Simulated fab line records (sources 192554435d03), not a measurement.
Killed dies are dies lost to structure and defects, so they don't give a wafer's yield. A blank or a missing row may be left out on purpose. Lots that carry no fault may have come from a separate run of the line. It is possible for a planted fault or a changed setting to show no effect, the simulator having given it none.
fab line records ; flow n5Finfet
[record] lots = 4; wafers = 12; lastDay = 20
route steps=1938 shown TV_LITHO@1886 TV_OPEN@1887 PAD_METAL@1893 PASSIVATION@1897
lots untouched by any fault: they come from a run of this same line in which no faults occurred
startH: hours from the record's opening day to when the first of the lot's shown wafers began ; waitH: how many hours have passed since the lot's step before this one ; " unchanged from the row above ; L1.1+2: a single row standing in for several wafers ; - value missing, or start not given ; * or withheld: withheld ; < > ~ a bound
route shown NAME@n: a module of which the file shows steps, and the number in the route of the first ; usual: mean and standard deviation over wafers with no fault ; same: alike in all rows ; chamber/n: place in a boat ; sites: readings site by site ; _std_site: the values' standard deviation ; _edge_site: outer sites' mean less inner sites' ; radiusMm: how far each site lies from the wafer's centre ; mask NAME#n: copy n ; behind: the tool/chamber that last shaped the wafer ; hold: the reason the lot was held/the length of the hold in hours/how it ended ; device: names the non-switching transistor (n, p or np) ; end of line: at the end of the route, the tests of the same wafers ; where a step has no rows: the recipe by itself ; killed: not the wafer's yield, but the dies lost to structure and defects at the first sort ; map: dies across one wafer; x = killed, . = not, _ = none there
set.NAME: setting as actually run; set.NAME@STEP: the setting as run at that earlier step ; model.NAME: the simulator's own value behind a step, which no gauge read
a table for each step, a row for each wafer; lots at some steps of the route
services: a tool's chamber out of use, with start hour (startH, from the record's first day; less than 0 if before it), hours out, and reason
[[steps]]
[step N5_PASSIVATION_DESCUM_12]
[recipe] chemistry = O2; timeS = 7.9; sourcePowerW = 50; biasPowerW = 20; pressureMtorr = 20; rfFrequencyHz = 2.712e+07; tempC = 40; o2FlowSccm = 225
[step N5_PASSIVATION_PASS_ETCH_74]
[recipe] chemistry = CF4/O2; target = SiNx; targetDepthA = 2200; timeS = 110; ionEnergyEv = 100; pressureMtorr = 40; sourceW = 535; biasW = 49; Ar_flow_sccm = 100; cf4FlowSccm = 100; O2_flow_sccm = 10
[step N5_PASSIVATION_VIA_ETCH_13]
[recipe] chemistry = CHF3/O2; target = SiO2; targetDepthA = 6600; CHF3_flow_sccm = 50; O2_flow_sccm = 5; Ar_flow_sccm = 200; timeS = 330; maskMaterial = PR; pressureMtorr = 30; sourceW = 650; biasW = 170; ionEnergyEv = 200; ends = cleared
[step N5_PASSIVATION_STRIP_14]
[recipe] chemistry = O2; powerW = 600; tempC = 60; pressureMtorr = 30; rfFrequencyHz = 6e+07; biasPowerW = 0; overashFraction = 0.5; o2FlowSccm = 225
[step N5_PASSIVATION_ETCH_15]
[recipe] chemistry = CF4/N2; target = SiCN; targetDepthA = 750; taperDeg = 2; timeS = 81.2; ionEnergyEv = 150; maskMaterial = SiNx; pressureMtorr = 40; sourceW = 430; biasW = 70; Ar_flow_sccm = 100; cf4FlowSccm = 60; n2FlowSccm = 60
[step N5_PASSIVATION_STRIP_73]
[recipe] chemistry = postEtchResidueRemover; timeS = 60; tempC = 25; removerPh = withheld; removerWaterWtPct = withheld; removerFluorideWtPct = withheld
[step N5_PASSIVATION_SRD_17]
[recipe] timeS = 30; tempC = 23; rinseLiquid = diw; dry = n2Spin; spinRpm = 1500; dryTimeS = 30
[step N5_PASSIVATION_DEGAS_18]
[recipe] ambient = vacuum; tempC = 300; timeS = 60
[step N5_PASSIVATION_PRE_CLEAN_19]
[recipe] gas = H2/He; timeS = *; tempC = *
[step N5_PASSIVATION_SPUTTER_20]
[recipe] material = TaN; targetThkA = 500; tempC = 25; chamberPressurePa = 0.4
[step N5_PASSIVATION_AL_DEP_21]
[recipe] material = Al; targetThkA = 28000; tempC = 400; timeS = 170; powerW = 30000; chamberPressurePa = 0.4; gas = Ar
[usual] throttleValvePct = 30.5/0.68
lot.wafer;tool;chamber;startH;waitH;throttleValvePct;model.Al_of_PASSIVATION_AL_DEP_21.thkNm
L379.2;pvdSputter-01;-;370.42;0.1;31.3;2780
L379.3;pvdSputter-01;-;370.42;0.1;30.9;2805
L379.6;pvdSputter-01;-;370.42;0.1;31.6;2799
L378.1;pvdSputter-01;-;377.19;0.1;30.5;1559
L378.2;pvdSputter-01;-;377.19;0.1;30.7;2835
L378.6;pvdSputter-01;-;377.19;0.1;30.9;2823
L381.2;pvdSputter-01;-;392.12;0.1;31.4;2819
L381.3;pvdSputter-01;-;392.12;0.1;30.3;2842
L381.5;pvdSputter-01;-;392.12;0.1;30.9;1583
L390.3;pvdSputter-01;-;462.92;0.1;30.9;2786
L390.4;pvdSputter-01;-;462.92;0.1;31.6;2792
L390.6;pvdSputter-01;-;462.92;0.1;30.1;2749
[step N5_PASSIVATION_HMDS_23]
[recipe] timeS = 60; tempC = 120
[step N5_PASSIVATION_COAT_24]
[recipe] spinRpm = 3000; resistThkNm = withheld
[step N5_PASSIVATION_EBR_26]
[recipe] solvent = PGMEA; ebrWidthMm = 1.5
[step N5_PASSIVATION_SOFTBAKE_25]
[recipe] tempC = 100; timeS = 90
[step N5_PASSIVATION_EXPOSE_27]
[recipe] maskId = PAD; na = 0.55; sourceShape = conventional; sigmaOuter = 0.8; polarization = unpolarized; defocusNm = 0; doseMj = 32.3
[step N5_PASSIVATION_PEB_28]
[recipe] pebTempC = withheld; pebTimeS = *
[step N5_PASSIVATION_DEVELOP_29]
[recipe] developTimeS = 60; rinseLiquid = diw; dry = airSpin; devTempC = 21
[step N5_PASSIVATION_HARDBAKE_31]
[recipe] tempC = 130; timeS = 120
[step N5_PASSIVATION_DESCUM_32]
[recipe] chemistry = O2; timeS = 7.9; sourcePowerW = 50; biasPowerW = 20; pressureMtorr = 20; rfFrequencyHz = 2.712e+07; tempC = 40; o2FlowSccm = 225
[step N5_PASSIVATION_AL_ETCH_33]
[recipe] chemistry = Cl2/BCl3; targetDepthA = 28000; overEtchFrac = 0.15; Cl2_flow_sccm = 180; bcl3FlowSccm = 60; target = Al; stopOn = TaN; timeS = 466.7; ionEnergyEv = 100; pressureMtorr = 10; icpW = 900; biasW = 100
[usual] drypumpMotorCurrentA = 5.7/0.38; oesProductAu = 0.71/0.068; throttleValvePct = 34.20/0.16
lot.wafer;tool;chamber;startH;waitH;drypumpMotorCurrentA;oesProductAu;rfHoursCounterH;throttleValvePct
L379.2;rieMetal-01;0;371.58;0.1;5.6;0.74;22;34.24
L379.3;rieMetal-01;0;371.58;0.1;5.6;0.74;-;34.22
L379.6;rieMetal-01;0;371.58;0.1;5.6;0.74;-;34.22
L378.1;rieMetal-01;1;377.96;0.1;6.2;0.55;13;34.85
L378.2;rieMetal-01;0;377.96;0.1;5.6;0.76;23;34.20
L378.6;rieMetal-01;0;377.96;0.1;5.6;0.75;-;34.23
L381.2;rieMetal-01;0;392.77;0.1;5.6;0.74;25;34.22
L381.3;rieMetal-01;1;392.77;0.1;6.2;0.79;-;33.98
L381.5;rieMetal-01;1;392.77;0.1;6.2;0.54;-;34.84
L390.3;rieMetal-01;1;463.70;0.2;6.2;0.75;-;34.03
L390.4;rieMetal-01;0;463.70;0.2;5.6;0.72;-;34.24
L390.6;rieMetal-01;0;463.70;0.2;5.5;0.71;-;34.27
[step N5_PASSIVATION_ETCH_59]
[recipe] chemistry = Cl2/BCl3; target = TaN; targetDepthA = 650; timeS = 34.9; ionEnergyEv = 100; pressureMtorr = 10; icpW = 900; biasW = 100; Cl2_flow_sccm = 60; bcl3FlowSccm = 30
[step N5_PASSIVATION_STRIP_34]
[recipe] chemistry = O2; powerW = 600; tempC = 60; pressureMtorr = 30; rfFrequencyHz = 6e+07; biasPowerW = 0; overashFraction = 2; o2FlowSccm = 225
[step N5_PASSIVATION_STRIP_51]
[recipe] chemistry = postEtchResidueRemover; timeS = 1200; tempC = 72.5
[step N5_PASSIVATION_CLEAN_69]
[recipe] chemistry = IPA; timeS = 180; tempC = 25
[step N5_PASSIVATION_SRD_70]
[recipe] dry = ipaMarangoni; timeS = 30; tempC = 23; rinseLiquid = diw
[step N5_PASSIVATION_PECVD_53]
[recipe] material = SiO2; targetThkA = 8000; tempC = 400; precursor = TEOS/O2; pressureTorr = 6.5; rfW = withheld; teosFlowSccm = withheld; gas = O2; flowSccm = 2650; timeS = 169.4
[step N5_PASSIVATION_PECVD_35]
[recipe] material = SiNx; targetThkA = 7000; tempC = 400; precursor = SiH4/NH3/N2; pressureTorr = 4.9; rfW = 1406; timeS = 151.3
[step N5_PASSIVATION_HMDS_37]
[recipe] timeS = 60; tempC = 120
[step N5_PASSIVATION_COAT_38]
[recipe] spinRpm = 3000; resistThkNm = withheld
[step N5_PASSIVATION_EBR_40]
[recipe] solvent = PGMEA; ebrWidthMm = 1.5
[step N5_PASSIVATION_SOFTBAKE_39]
[recipe] tempC = 110; timeS = 120
[step N5_PASSIVATION_EXPOSE_41]
[recipe] maskId = PASS_OPEN; na = 0.55; defocusNm = 0; sourceShape = conventional; sigmaOuter = 0.8; polarization = unpolarized; targetCdNm = 40000; doseMj = 57.25
[step N5_PASSIVATION_PEB_42]
[recipe] pebTempC = withheld; pebTimeS = *
[step N5_PASSIVATION_DEVELOP_43]
[recipe] developTimeS = 60; rinseLiquid = diw; dry = airSpin; devTempC = 21
[step N5_PASSIVATION_HARDBAKE_45]
[recipe] tempC = 130; timeS = 120
[step N5_PASSIVATION_STRIP_52]
[recipe] chemistry = postEtchResidueRemover; timeS = 1200; tempC = 72.5
lot.wafer;tool;chamber;startH;waitH;model.Al_of_PASSIVATION_AL_DEP_21.thkNm
L379.2;wetBench-06;5;374.26;-;2765
L379.3;wetBench-06;7;374.26;-;2789
L379.6;wetBench-06;4;374.26;-;2784
L378.1;wetBench-06;4;380.28;-;1544
L378.2;wetBench-06;3;380.28;-;2819
L378.6;wetBench-06;7;380.28;-;2808
L381.2;wetBench-04;0;395.16;-;2804
L381.3;wetBench-04;6;395.16;-;2826
L381.5;wetBench-04;1;395.16;-;1568
L390.3;wetBench-04;2;466.06;-;2771
L390.4;wetBench-04;6;466.06;-;2777
L390.6;wetBench-04;7;466.06;-;2734
[[services]]
tool;chamber;startH;hours;kind
wetBench-06;-;356.69;3.2;repair
wetBench-04;-;441.19;5.5;repair
[[key]]
firstSign none at tools or gauges
[modelEffect] step = N5_PASSIVATION_AL_DEP_21; value = Al_of_PASSIVATION_AL_DEP_21.thkNm; without = 2838; struck = 1571
[modelEffect] step = N5_PASSIVATION_STRIP_52; value = Al_of_PASSIVATION_AL_DEP_21.thkNm; without = 2823; struck = 1556
metAt N5_PASSIVATION_AL_DEP_21
struckWafers L378.1,L381.5
onsetBetween 370.42 377.19
[fault] kind = processParameterDrift; tool = pvdSputter-01; chamber = -; onsetH = 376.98; steps = N5_PASSIVATION_AL_DEP_21; channel = timeS; offset = *; shape = step; endH = 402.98; scope = struckWafersOnly; actsIn = *; stated = *
